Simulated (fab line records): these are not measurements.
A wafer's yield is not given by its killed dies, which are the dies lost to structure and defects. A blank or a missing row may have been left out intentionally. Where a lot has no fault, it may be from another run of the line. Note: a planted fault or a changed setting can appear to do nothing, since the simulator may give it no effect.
Which of the tools did it? | flow nand harc | 18 wafers from 6 lots sampled at 5 of the route's 1159 steps

== WHAT THE GAUGES READ, wafer by wafer ==
NHARC_END_SORT_01.
lot  | measured     | on        | killed at array
L557 | day 21 20:42 | prober-01 | 28 27 36
L564 | day 24 18:34 | prober-02 | 57 43 52
L567 | day 24 20:20 | prober-01 | 18 29 28

== WHICH TOOL RAN EACH LOT (tool, then ch and the chambers of the sampled wafers, then the start) ==
lot  | NHARC_A_STAIRCASE_ETCH_221                    | NHARC_A_STAIRCASE_TRIM_224                    | NHARC_A_STAIRCASE_ETCH_227                    | NHARC_A_STAIRCASE_ETCH_236
L548 | rie diel-04 ch 1,2,3, day 11 16:23 or earlier | rie diel-04 ch 0,2,3, day 11 16:23 or earlier | rie diel-04 ch 1,2,3, day 11 16:23 or earlier | rie diel-04 ch 2,3, day 11 16:23
L549 | rie diel-04 ch 1,2,3, day 12 05:46 or earlier | rie diel-04 ch 0,1, day 12 05:46 or earlier   | rie diel-04 ch 1,2, day 12 05:46 or earlier   | rie diel-04 ch 0,2,3, day 12 05:46
L557 | rie diel-04 ch 1,2,3, day 14 04:37 or earlier | rie diel-04 ch 1,2, day 14 04:37 or earlier   | rie diel-04 ch 0,1,2, day 14 04:37 or earlier | rie diel-12 ch 0,2,3, day 14 04:37
L565 | rie diel-11 ch 0,1,3, day 15 20:05 or earlier | rie diel-11 ch 0,1,3, day 15 20:05 or earlier | rie diel-11 ch 0,3, day 15 20:05 or earlier   | rie diel-11 ch 0,3, day 15 20:05
L564 | rie diel-11 ch 0,1,3, day 16 03:02 or earlier | rie diel-11 ch 0,1,3, day 16 03:02 or earlier | rie diel-11 ch 1,3, day 16 03:02 or earlier   | rie diel-11 ch 2,3, day 16 03:02
L567 | rie diel-11 ch 1,2,3, day 17 05:50 or earlier | rie diel-11 ch 1,2,3, day 17 05:50 or earlier | rie diel-11 ch 1,2,3, day 17 05:50 or earlier | rie diel-12 ch 0,1,2, day 17 05:50
- NHARC_A_STAIRCASE_ETCH_221: etches the open film in C4F8/O2, target depth 100 nm, time 40.5 s.
- NHARC_A_STAIRCASE_TRIM_224: chemistry O2, time 211.2 s.
- NHARC_A_STAIRCASE_ETCH_227: etches the open film in C4F8/O2, target depth 100 nm, time 40.5 s.
- NHARC_A_STAIRCASE_ETCH_236: etches the open film in C4F8/O2, target depth 100 nm, time 40.5 s.

== THE ANSWER, worked out from the rows above alone ==
Rule: the lots themselves supply what counts as usual. Put in order of their means at a reading, lots are off if they are a third of the lots or fewer, leave a main group of 4 or more, and stand apart from it by a gap of 3 or more times the standard deviation of the main group's means; of several such gaps the widest counts. If all means in a main group match to the digits the tables above print for the reading, that group is not used. A lot without any number at a reading at which 4 lots or more have one is off too. Where the step has rows for the other lots, those lots are counted as sound.
Across all readings shown, no lot is off: no conclusion can be drawn from this.

== WHAT THE SIMULATOR PUT IN ==
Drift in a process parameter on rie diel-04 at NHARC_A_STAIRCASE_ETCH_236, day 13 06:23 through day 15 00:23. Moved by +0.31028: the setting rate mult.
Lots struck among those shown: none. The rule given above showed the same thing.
